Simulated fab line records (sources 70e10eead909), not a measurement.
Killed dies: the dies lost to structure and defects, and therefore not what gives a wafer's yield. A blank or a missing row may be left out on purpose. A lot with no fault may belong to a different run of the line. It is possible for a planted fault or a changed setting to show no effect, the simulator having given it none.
Problem report, 8D (eight disciplines) form, completed by code | flow nand harc | the parts of the form that need people (team, actions taken, sign-off) are left out

1. THE PROBLEM
Mean of killed at array at NHARC_END_SORT_01: 370 across 3 wafers in 2 lots; on wafers with no fault it is 62 (standard deviation 15). That puts it +21 standard deviations away from the usual mean.
Seen first at day 28 09:38 on prober-01, wafer L800.4. The record holds 6 wafers of 2 lots with a number at this step. Rule for "out", or "out of limits": more than 4 standard deviations from the usual mean. The rest of the wafers with a number are treated as sound.

2. WHAT IT IS, AND WHAT IT ISN'T
question                    | is                           | is not
which readings at this step | killed at array, killed dies | killed at other, killed at periphery, killed short
which lots                  | L800, L801                   | -
which wafers of those lots  | L800.4, L801.2, L801.6       | L800.1, L800.6, L801.3
read on which gauges        | prober-01, prober-02         | -
when                        | from day 28 09:38            | up to then (1 sound wafer); but 2 sound wafers of L800, L801 came after

3. SUSPECTS, AND WHAT RULES EACH OUT
Counting: any tool at a process step up to the reading remains a suspect provided it ran every lot that is out. Sound lots after the first of them don't rule it out here, since some wafers of a struck lot are sound.
- the gauge at NHARC_END_SORT_01 has been ruled out. The wafers that are out were read on 2 gauges (prober-01, prober-02).
- acl dep-03 at NHARC_A_CONTACT_DEP_57 (deposits aC, target thk 5300 nm): kept. It ran every lot that is out, first L800 (day 25 13:36).
- rie diel-01 at NHARC_A_CONTACT_ETCH_75 (etches the open film in CF4, target depth 39 nm, time 65 s): kept. It ran every lot that is out, first L800 (day 25 17:50). On those wafers its own readings are out: oes product au.
- At NHARC_A_CONTACT_ETCH_75 on rie diel-01, chamber 3 took the sound wafers of the same lots and chamber 0 took the wafers that are out.
The count leaves rie diel-01 at NHARC_A_CONTACT_ETCH_75 and acl dep-03 at NHARC_A_CONTACT_DEP_57.

4. THE CAUSE (what the simulator had put in)
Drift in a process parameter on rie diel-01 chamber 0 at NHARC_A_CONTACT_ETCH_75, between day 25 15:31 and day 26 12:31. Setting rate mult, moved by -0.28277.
Counting leaves 2 suspects; this tool is one of them.

5. THE CHAIN OF EFFECTS, in route order
Each row: a reading whose mean over the struck wafers that have a number lies more than 3 standard deviations from the usual. Readings are gone through only where the record gives a usual standard deviation; hours: the median, over the lots, of the time from a lot's start at the first step in this table giving one to that lot's start at this step; sigmas: the change measured in usual standard deviations.
hours | step                    | reading         | usual      | on struck wafers | change | sigmas
0     | NHARC_A_CONTACT_ETCH_75 | oes product au  | 1.007 a.u. | 0.839            | -0.168 | -18
62    | NHARC_END_SORT_01       | killed at array | 62         | 370              | +308   | +21
62    | NHARC_END_SORT_01       | killed dies     | 66         | 375              | +309   | +21
It contains these process steps:
- NHARC_A_CONTACT_ETCH_75: etches the open film in CF4, target depth 39 nm, time 65 s.

6. WHAT WOULD HAVE CAUGHT IT SOONER
66 hours passed between the start of the fault at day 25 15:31 and the first reading out of limits at a measuring or inspecting step in this record, taken at day 28 09:38.
The tool's own readings at NHARC_A_CONTACT_ETCH_75 were out on every struck wafer that the step has a row for (oes product au): an alarm limit on them would have fired on the first of those.
Lots out: 2; all had begun NHARC_A_CONTACT_ETCH_75 on rie diel-01 by day 28 09:38. Tool hold at that time: it would have spared none of them.
